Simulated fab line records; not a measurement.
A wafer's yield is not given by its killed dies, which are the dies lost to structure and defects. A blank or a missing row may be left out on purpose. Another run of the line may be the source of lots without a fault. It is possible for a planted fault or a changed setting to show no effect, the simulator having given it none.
fab line records + flow n5Finfet
record
- lots=6
- wafers=17
- lastDay=18
route steps=1938 shown BEOL_M11@1578 PASSIVATION@1936
lots with no fault: from the same line, run without faults
startH: hours from the record's first day to the start of the lot's first wafer shown + waitH: hours elapsed since this lot's preceding step + " repeats the value in the row above + L1.1+2: one row covering several wafers at once + - no value, or no start was given + * or withheld: withheld + < > ~ a bound
route shown NAME@n: NAME is a module with steps in the file, n the number in the route of the first one + usual: mean and standard deviation over wafers with no fault + same: alike in all rows + chamber/n: place in a boat + sites: per-site readings + _std_site: standard deviation of those values + _edge_site: inner sites' mean taken away from outer sites' mean + radiusMm: how far each site lies from the wafer's centre + mask NAME#n: copy n + behind: the most recent tool/chamber to have shaped the wafer + hold: cause of the lot's hold/its duration in hours/its outcome + device: whichever transistor did not switch (one of n, p or np) + end of line: tests of these same wafers at the route's end + a step given without rows: its recipe and nothing more + killed: dies that structure and defects cost at the first sort, which is not the same as the wafer's yield + map: shows each die of a wafer: x if killed, . if not, _ if none is there
set.NAME: the setting that was run; set.NAME@STEP: the one run at that earlier step + model.NAME: the simulator's own value behind a step, which no gauge read
a table for each step, a row for each wafer; lots at some steps of the route
services: a tool's chamber out of use, with start hour (startH, from the record's first day; less than 0 if before it), hours out, and reason
## steps
# step N5_BEOL_M11_TRENCH_ETCH_37
# recipe
- chemistry=C4F6/O2
- targetDepthA=1488.3
- target=SiCOH_lowk
- timeS=48
- ionEnergyEv=250
- pressureMtorr=30
- sourceW=345
- biasW=185
- Ar_flow_sccm=300
- C4F6_flow_sccm=10
- O2_flow_sccm=10
# step N5_BEOL_M11_ETCH_41
# recipe
- chemistry=CH3F/O2
- target=SiCN
- targetDepthA=426
- taperDeg=2
- timeS=86
- ionEnergyEv=120
- maskMaterial=TiN
- pressureMtorr=30
- sourceW=395
- biasW=75
- Ar_flow_sccm=150
- CH3F_flow_sccm=30
- O2_flow_sccm=20
# step N5_BEOL_M11_STRIP_77
# recipe
- chemistry=N2/H2
- timeS=10
- powerW=450
- tempC=40
- pressureMtorr=20
- rfFrequencyHz=6e+07
- biasPowerW=7
- n2FlowSccm=200
- h2FlowSccm=200
# usual
- drypumpMotorCurrentA=5.7/0.34
- oesProductAu=0.82/0.099
- rfVppV=59.2/0.73
- showerheadPlenumPTorr=2.55/0.068
- throttleValvePct=23.48/0.14
| lot.wafer | tool       | chamber | startH | waitH | drypumpMotorCurrentA | oesProductAu | rfHoursCounterH | rfVppV | showerheadPlenumPTorr | throttleValvePct |
|-----------|------------|---------|--------|-------|----------------------|--------------|-----------------|--------|-----------------------|------------------|
| L204.3    | rieDiel-05 | 3       | -      | -     | 5.6                  | 0.66         | 230             | 59.6   | 2.51                  | 23.48            |
| L204.4    | "          | 0       | "      | "     | 5.4                  | 0.87         | 42              | 58.5   | 2.70                  | 23.51            |
| L204.6    | "          | 1       | "      | "     | 5.2                  | 0.73         | -               | 60.1   | 2.54                  | 23.42            |
| L212.3    | rieDiel-04 | 0       | -      | -     | 5.7                  | 0.91         | 25              | 58.8   | 2.61                  | 23.51            |
| L212.4    | "          | 2       | "      | "     | 6.2                  | 0.83         | 68              | 58.6   | 2.47                  | 23.18            |
| L212.5    | "          | 1       | "      | "     | 6.3                  | 0.98         | -               | 58.9   | 2.59                  | 23.33            |
| L210.2    | rieDiel-04 | 0       | -      | -     | 5.7                  | 0.91         | 27              | 58.8   | 2.61                  | 23.51            |
| L210.5    | "          | 0       | "      | "     | 5.6                  | 0.91         | -               | 58.9   | 2.61                  | 23.53            |
| L210.6    | "          | 1       | "      | "     | 6.3                  | 0.99         | -               | 59.4   | 2.59                  | 23.33            |
| L211.2    | rieDiel-05 | 0       | -      | -     | 5.4                  | 0.86         | 57              | 60.4   | 2.69                  | 23.53            |
| L211.5    | "          | 3       | "      | "     | 5.6                  | 0.66         | -               | 59.4   | 2.50                  | 23.51            |
| L222.1    | rieDiel-04 | 0       | -      | -     | 5.6                  | 0.88         | 53              | 59.0   | 2.59                  | 23.55            |
| L222.5    | "          | 1       | "      | "     | 6.3                  | 0.93         | -               | 59.1   | 2.58                  | 23.37            |
| L222.6    | "          | 0       | "      | "     | 5.6                  | 0.87         | -               | 59.2   | 2.59                  | 23.55            |
| L223.3    | rieDiel-01 | 1       | -      | -     | 5.5                  | 0.68         | 238             | 58.4   | 2.50                  | 23.53            |
| L223.5    | "          | 0       | "      | "     | 5.3                  | 0.75         | -               | 60.3   | 2.53                  | 23.54            |
| L223.6    | "          | 3       | "      | "     | 5.7                  | 0.68         | -               | 59.5   | 2.41                  | 23.63            |
# step N5_BEOL_M11_OCD_MEAS_38
# usual
- trenchDepthNm=148/3.3
| lot.wafer | tool   | chamber | startH | waitH | trenchDepthNm |
|-----------|--------|---------|--------|-------|---------------|
| L204.3    | ocd-02 | -       | 244.04 | -     | 143           |
| L204.4    | "      | -       | "      | "     | 148           |
| L204.6    | "      | -       | "      | "     | 148           |
| L212.3    | ocd-02 | -       | 299.15 | -     | 151           |
| L212.4    | "      | -       | "      | "     | 153           |
| L212.5    | "      | -       | "      | "     | 157           |
| L210.2    | ocd-02 | -       | 302.07 | -     | 151           |
| L210.5    | "      | -       | "      | "     | 150           |
| L210.6    | "      | -       | "      | "     | 155           |
| L211.2    | ocd-01 | -       | 313.33 | -     | 150           |
| L211.5    | "      | -       | "      | "     | 144           |
| L222.1    | ocd-02 | -       | 380.89 | -     | 149           |
| L222.5    | "      | -       | "      | "     | 156           |
| L222.6    | "      | -       | "      | "     | 149           |
| L223.3    | ocd-01 | -       | 381.22 | -     | 145           |
| L223.5    | "      | -       | "      | "     | 146           |
| L223.6    | "      | -       | "      | "     | 143           |
# step N5_BEOL_M11_HM_STRIP_39
# recipe
- chemistry=peroxideTinStrip
- material=TiN
- targetDepthA=250
- tempC=50
- timeS=158
# step N5_BEOL_M11_SRD_40
# recipe
- timeS=30
- tempC=23
- rinseLiquid=diw
- dry=ipaMarangoni
# step N5_BEOL_M11_PRECLEAN_42
# recipe
- chemistry=residueRemover
- timeS=60
- tempC=40
# step N5_BEOL_M11_SRD_43
# recipe
- timeS=30
- tempC=23
- rinseLiquid=diw
- dry=ipaMarangoni
# step N5_BEOL_M11_CD_MEAS_35
# recipe
- targetCdNm=70
- polarity=opening
# usual
- cdNm=70.2/0.62
| lot.wafer | tool     | chamber | startH | waitH | cdNm |
|-----------|----------|---------|--------|-------|------|
| L204.3    | cdSem-01 | -       | 244.19 | 0.0   | 69.6 |
| L204.4    | "        | -       | "      | "     | 69.7 |
| L204.6    | "        | -       | "      | "     | 70.9 |
| L212.3    | cdSem-02 | -       | 299.30 | 0.0   | 69.4 |
| L212.4    | "        | -       | "      | "     | 70.4 |
| L212.5    | "        | -       | "      | "     | 71.0 |
| L210.2    | cdSem-01 | -       | 302.23 | 0.0   | 70.3 |
| L210.5    | "        | -       | "      | "     | 70.6 |
| L210.6    | "        | -       | "      | "     | 70.9 |
| L211.2    | cdSem-02 | -       | 313.50 | 0.0   | 71.1 |
| L211.5    | "        | -       | "      | "     | 69.8 |
| L222.1    | cdSem-03 | -       | 381.05 | 0.0   | 69.9 |
| L222.5    | "        | -       | "      | "     | 68.7 |
| L222.6    | "        | -       | "      | "     | 70.4 |
| L223.3    | cdSem-02 | -       | 381.37 | 0.0   | 69.4 |
| L223.5    | "        | -       | "      | "     | 69.1 |
| L223.6    | "        | -       | "      | "     | 70.5 |
# step N5_BEOL_M11_CURE_72
# recipe
- tempC=370
- timeS=120
- ambient=DMADMS/He
- material=SiCOH_lowk
# usual
- lampPowerPct=52.31/0.053
- wafer_temp_C_max=371.7/0.57
| lot.wafer | tool      | chamber | startH | waitH | lampPowerPct | wafer_temp_C_max |
|-----------|-----------|---------|--------|-------|--------------|------------------|
| L204.3    | uvCure-01 | 2       | 244.33 | 0.1   | 52.28        | 372.3            |
| L204.4    | "         | 2       | "      | "     | 52.35        | 371.7            |
| L204.6    | "         | 2       | "      | "     | 52.28        | 371.9            |
| L212.3    | uvCure-01 | 2       | 299.54 | 0.2   | 52.37        | 371.8            |
| L212.4    | "         | 2       | "      | "     | 52.37        | 371.4            |
| L212.5    | "         | 2       | "      | "     | 52.30        | 371.9            |
| L210.2    | uvCure-02 | 2       | 302.56 | 0.3   | 52.41        | 373.3            |
| L210.5    | "         | 2       | "      | "     | 52.38        | 372.3            |
| L210.6    | "         | 2       | "      | "     | 52.29        | 371.8            |
| L211.2    | uvCure-01 | 1       | 313.79 | 0.3   | 52.29        | 370.9            |
| L211.5    | "         | 1       | "      | "     | 52.22        | 371.1            |
| L222.1    | uvCure-02 | 1       | 381.09 | 0.0   | 52.32        | 371.1            |
| L222.5    | "         | 1       | "      | "     | 52.32        | 371.6            |
| L222.6    | "         | 1       | "      | "     | 52.37        | 371.6            |
| L223.3    | uvCure-01 | 1       | 381.51 | 0.1   | 52.43        | 371.3            |
| L223.5    | "         | 1       | "      | "     | 52.32        | 371.8            |
| L223.6    | "         | 1       | "      | "     | 52.26        | 371.7            |
# step N5_BEOL_M11_DEGAS_44
# recipe
- ambient=vacuum
- tempC=250
- timeS=60
# usual
- heaterPowerW=340/35
| lot.wafer | tool          | chamber | startH | waitH | heaterPowerW |
|-----------|---------------|---------|--------|-------|--------------|
| L204.3    | pvdSputter-02 | -       | 244.73 | 0.3   | 430          |
| L204.4    | "             | -       | "      | "     | 368          |
| L204.6    | "             | -       | "      | "     | 309          |
| L212.3    | pvdSputter-02 | -       | 300.27 | 0.6   | 287          |
| L212.4    | "             | -       | "      | "     | 376          |
| L212.5    | "             | -       | "      | "     | 279          |
| L210.2    | pvdSputter-01 | -       | 302.90 | 0.3   | 339          |
| L210.5    | "             | -       | "      | "     | 353          |
| L210.6    | "             | -       | "      | "     | 391          |
| L211.2    | pvdSputter-03 | -       | 314.25 | 0.4   | 345          |
| L211.5    | "             | -       | "      | "     | 317          |
| L222.1    | pvdSputter-01 | -       | 382.06 | 0.9   | 379          |
| L222.5    | "             | -       | "      | "     | 381          |
| L222.6    | "             | -       | "      | "     | 340          |
| L223.3    | pvdSputter-01 | -       | 382.44 | 0.9   | 363          |
| L223.5    | "             | -       | "      | "     | 320          |
| L223.6    | "             | -       | "      | "     | 335          |
# step N5_BEOL_M11_PRE_CLEAN_45
# recipe
- gas=H2/He
- timeS=30
- tempC=250
# usual
- heaterPowerW=341/36
| lot.wafer | tool          | chamber | startH | waitH | heaterPowerW |
|-----------|---------------|---------|--------|-------|--------------|
| L204.3    | pvdSputter-02 | -       | 244.77 | 0.0   | 417          |
| L204.4    | "             | -       | "      | "     | 369          |
| L204.6    | "             | -       | "      | "     | 317          |
| L212.3    | pvdSputter-02 | -       | 300.31 | 0.0   | 281          |
| L212.4    | "             | -       | "      | "     | 371          |
| L212.5    | "             | -       | "      | "     | 284          |
| L210.2    | pvdSputter-01 | -       | 302.94 | 0.0   | 341          |
| L210.5    | "             | -       | "      | "     | 358          |
| L210.6    | "             | -       | "      | "     | 384          |
| L211.2    | pvdSputter-03 | -       | 314.29 | 0.0   | 352          |
| L211.5    | "             | -       | "      | "     | 314          |
| L222.1    | pvdSputter-01 | -       | 382.10 | 0.0   | 390          |
| L222.5    | "             | -       | "      | "     | 377          |
| L222.6    | "             | -       | "      | "     | 339          |
| L223.3    | pvdSputter-01 | -       | 382.48 | 0.0   | 360          |
| L223.5    | "             | -       | "      | "     | 324          |
| L223.6    | "             | -       | "      | "     | 338          |
# step N5_BEOL_M11_ALD_74
# recipe
- material=TaN
- targetThkA=20
- tempC=275
- aldPrecursorFamily=PDMAT
- aldCoReactant=NH3
- pressureTorr=3
- carrierFlowSccm=1500
- pulseTimeS=2
- purgeTimeS=3
- coReactantPurgeTimeS=2
- coReactantPulseTimeS=3
- aldCycles=40
- precursorVesselTempC=75
- precursorVesselPressureTorr=26.25
- precursorVesselCarrierSccm=1000
# usual
- aldCycles=40/0
- heaterPowerOuterW=243/31
- heaterPowerW=437/49
| lot.wafer | tool        | chamber | startH | waitH | aldCycles | heaterPowerOuterW | heaterPowerW | sinceWetCleanH | model.TaN_of_BEOL_M11_ALD_74.thkNm |
|-----------|-------------|---------|--------|-------|-----------|-------------------|--------------|----------------|------------------------------------|
| L204.3    | aldMetal-01 | 0       | 244.83 | 0.0   | 40        | 269               | 518          | 1446           | 2                                  |
| L204.4    | "           | 2       | "      | "     | 40        | 231               | 414          | 1446           | 2                                  |
| L204.6    | "           | 2       | "      | "     | 40        | 229               | 407          | -              | 2                                  |
| L212.3    | aldMetal-01 | 3       | 300.42 | 0.1   | 40        | 234               | 414          | 1502           | 2                                  |
| L212.4    | "           | 0       | "      | "     | 40        | 267               | 526          | 1502           | 2                                  |
| L212.5    | "           | 1       | "      | "     | 40        | 296               | 521          | -              | 2                                  |
| L210.2    | aldMetal-02 | 0       | 303.02 | 0.1   | 40        | 205               | 386          | 6120           | 2                                  |
| L210.5    | "           | 3       | "      | "     | 57        | 235               | 419          | -              | 2.8                                |
| L210.6    | "           | 0       | "      | "     | 40        | 209               | 387          | -              | 2                                  |
| L211.2    | aldMetal-02 | 0       | 314.37 | 0.1   | 40        | 207               | 379          | 6131           | 2                                  |
| L211.5    | "           | 2       | "      | "     | 57        | 215               | 416          | -              | 2.8                                |
| L222.1    | aldMetal-02 | 1       | 382.17 | 0.0   | 40        | 293               | 465          | 31             | 2                                  |
| L222.5    | "           | 1       | "      | "     | 40        | 289               | 462          | -              | 2                                  |
| L222.6    | "           | 2       | "      | "     | 40        | 208               | 380          | -              | 2                                  |
| L223.3    | aldMetal-01 | 0       | 382.54 | 0.0   | 40        | 263               | 515          | 1584           | 2                                  |
| L223.5    | "           | 0       | "      | "     | 40        | 261               | 515          | -              | 2                                  |
| L223.6    | "           | 3       | "      | "     | 40        | 234               | 404          | -              | 2                                  |
# step N5_BEOL_M11_SURFACE_TREAT_76
# recipe
- gas=Ar
- timeS=*
- ionEnergyEv=*
- ionCurrentMaCm2=0.5
- pressureMtorr=*
- arFlowSccm=30
# usual
- throttleValvePct=*
| lot.wafer | tool          | chamber | startH | waitH | throttleValvePct |
|-----------|---------------|---------|--------|-------|------------------|
| L204.3    | pvdSputter-01 | -       | 245.21 | 0.2   | *                |
| L204.4    | "             | -       | "      | "     | *                |
| L204.6    | "             | -       | "      | "     | *                |
| L212.3    | pvdSputter-01 | -       | 302.04 | 1.5   | *                |
| L212.4    | "             | -       | "      | "     | *                |
| L212.5    | "             | -       | "      | "     | *                |
| L210.2    | pvdSputter-02 | -       | 303.33 | 0.2   | *                |
| L210.5    | "             | -       | "      | "     | *                |
| L210.6    | "             | -       | "      | "     | *                |
| L211.2    | pvdSputter-01 | -       | 314.72 | 0.2   | *                |
| L211.5    | "             | -       | "      | "     | *                |
| L222.1    | pvdSputter-01 | -       | 382.52 | 0.2   | *                |
| L222.5    | "             | -       | "      | "     | *                |
| L222.6    | "             | -       | "      | "     | *                |
| L223.3    | pvdSputter-01 | -       | 382.90 | 0.2   | *                |
| L223.5    | "             | -       | "      | "     | *                |
| L223.6    | "             | -       | "      | "     | *                |
# step N5_PASSIVATION_PROBE_49
# usual
- defectLimitedYield=91.0/1.5
- killed_at_M0_to_M3=33/9.4
- killed_at_M4_up=14/4.8
- killedAtContacts=13/7.3
- killedAtFrontEnd=43/13
- killedAtOther=3.6/2.9
- killedDies=106/18
- killedOpen=69/13
- killedShort=35/8.2
- sort_bin_5_function=5.3/1
- sort_bin_6_memory=3.3/0.68
- sort_bin_8_speed=0.01/0.027
- sortNPass=1074/18
# same
- grossDies=1180
- killedAtBackSide=0
- sort_bin_4_leakage[%]=0
| lot.wafer | tool      | chamber | startH | waitH | defectLimitedYield[%] | killed_at_M0_to_M3 | killed_at_M4_up | killedAtContacts | killedAtFrontEnd | killedAtOther | killedDies | killedOpen | killedShort | sort_bin_5_function[%] | sort_bin_6_memory[%] | sort_bin_8_speed[%] | sortNPass |
|-----------|-----------|---------|--------|-------|-----------------------|--------------------|-----------------|------------------|------------------|---------------|------------|------------|-------------|------------------------|----------------------|---------------------|-----------|
| L204.3    | prober-01 | -       | 289.53 | 0.1   | 91.2                  | 38                 | 15              | 6                | 39               | 6             | 104        | 64         | 37          | 5.4                    | 3.1                  | 0                   | 1076      |
| L204.4    | prober-01 | -       | 289.58 | 0.2   | 90.1                  | 39                 | 13              | 13               | 49               | 3             | 117        | 80         | 37          | 6.2                    | 3.6                  | 0                   | 1063      |
| L204.6    | prober-01 | -       | 289.68 | 0.3   | 92.7                  | 30                 | 11              | 9                | 29               | 7             | 86         | 59         | 27          | 4.7                    | 2.4                  | 0                   | 1094      |
| L211.2    | prober-02 | -       | 356.60 | 0.1   | 90.8                  | 30                 | 17              | 22               | 38               | 2             | 109        | 79         | 27          | 5.9                    | 3.1                  | 0                   | 1071      |
# killed by level:class
L204.3 GATE_CUT:geometricParticle:open=10 BEOL_M0_SAQP:geometricParticle:short=8 BEOL_M1:geometricParticle:open=8 BEOL_M4:geometricParticle:open=8 BEOL_M2:geometricParticle:open=7 STI_FIN_REVEAL:geometricParticle:open=6 MOL_CONTACT_COAG:geometricParticle:open=6 FIN_SAQP:geometricParticle:short=5
L204.4 STI_FIN_REVEAL:geometricParticle:open=12 MOL_CONTACT_COAG:geometricParticle:open=11 BEOL_M3:geometricParticle:open=9 BEOL_M0_SAQP:geometricParticle:short=8 FIN_SAQP:geometricParticle:open=7 GATE_CUT:geometricParticle:short=7 GATE_CUT:geometricParticle:open=6 BEOL_M1:geometricParticle:open=5
L204.6 STI_FIN_REVEAL:geometricParticle:open=9 BEOL_M2:geometricParticle:open=9 MOL_CONTACT_COAG:geometricParticle:open=8 DUMMY_GATE:geometricParticle:open=6 BEOL_M0_SAQP:geometricParticle:short=4 BEOL_M1:geometricParticle:open=4 BEOL_M4:geometricParticle:open=4 FIN_SAQP:geometricParticle:short=3
L211.2 MOL_CONTACT_COAG:geometricParticle:open=18 FIN_SAQP:geometricParticle:open=17 BEOL_M0_SAQP:geometricParticle:open=7 BEOL_M2:geometricParticle:open=7 DUMMY_GATE:geometricParticle:open=5 BEOL_M0_SAQP:geometricParticle:short=5 BEOL_M1:geometricParticle:open=5 BEOL_M4:geometricParticle:open=5
## services
| tool          | chamber | startH | hours | kind                        |
|---------------|---------|--------|-------|-----------------------------|
| aldMetal-02   | -       | 224.23 | 4.3   | pm                          |
| rieDiel-01    | 3       | 226.04 | 5.8   | repair                      |
| rieDiel-01    | 2       | 236.17 | 32.3  | repair                      |
| rieDiel-01    | -       | 236.82 | 0.8   | repair                      |
| rieDiel-04    | 1       | 253.83 | 13.9  | repair                      |
| uvCure-02     | -       | 259.58 | 1.0   | pm                          |
| aldMetal-01   | -       | 269.73 | 8.7   | pm                          |
| rieDiel-04    | 1       | 274.71 | -     | clean                       |
| rieDiel-04    | 1       | 274.71 | -     | consumableReplace:focusRing |
| rieDiel-04    | 1       | 274.71 | 15.4  | scheduledDown               |
| uvCure-01     | -       | 276.47 | 2.1   | pm                          |
| rieDiel-01    | 1       | 279.30 | 8.4   | repair                      |
| rieDiel-01    | 3       | 286.15 | 4.1   | repair                      |
| rieDiel-04    | 3       | 287.19 | 4.6   | repair                      |
| pvdSputter-02 | -       | 288.76 | 8.9   | repair                      |
| rieDiel-05    | -       | 295.90 | 14.6  | pm                          |
| aldMetal-01   | -       | 313.04 | 0.2   | repair                      |
| uvCure-01     | -       | 318.51 | 0.3   | repair                      |
| pvdSputter-01 | -       | 326.48 | 1.0   | repair                      |
| aldMetal-02   | -       | 337.43 | 14.0  | pm                          |
| aldMetal-01   | -       | 361.32 | 6.0   | pm                          |
| pvdSputter-01 | -       | 367.91 | 3.0   | repair                      |
| aldMetal-01   | -       | 376.04 | 1.2   | pm                          |
| rieDiel-04    | -       | 382.56 | 2.8   | pm                          |
## key
firstSign
- step=N5_BEOL_M11_ALD_74
- reading=aldCycles
- direction=up
- sigmas=99+
- usual=*
- struck=*
effect none on later readings
modelEffect
- step=N5_BEOL_M11_ALD_74
- value=TaN_of_BEOL_M11_ALD_74.thkNm
- without=2
- struck=2.8
metAt N5_BEOL_M11_ALD_74
struckWafers L210.5,L211.5
fault
- kind=processParameterDrift
- tool=aldMetal-02
- chamber=-
- onsetH=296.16
- steps=N5_BEOL_M11_ALD_74
- channel=aldCycles
- offset=*
- shape=step
- endH=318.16
- scope=struckWafersOnly
- actsIn=*
- stated=*
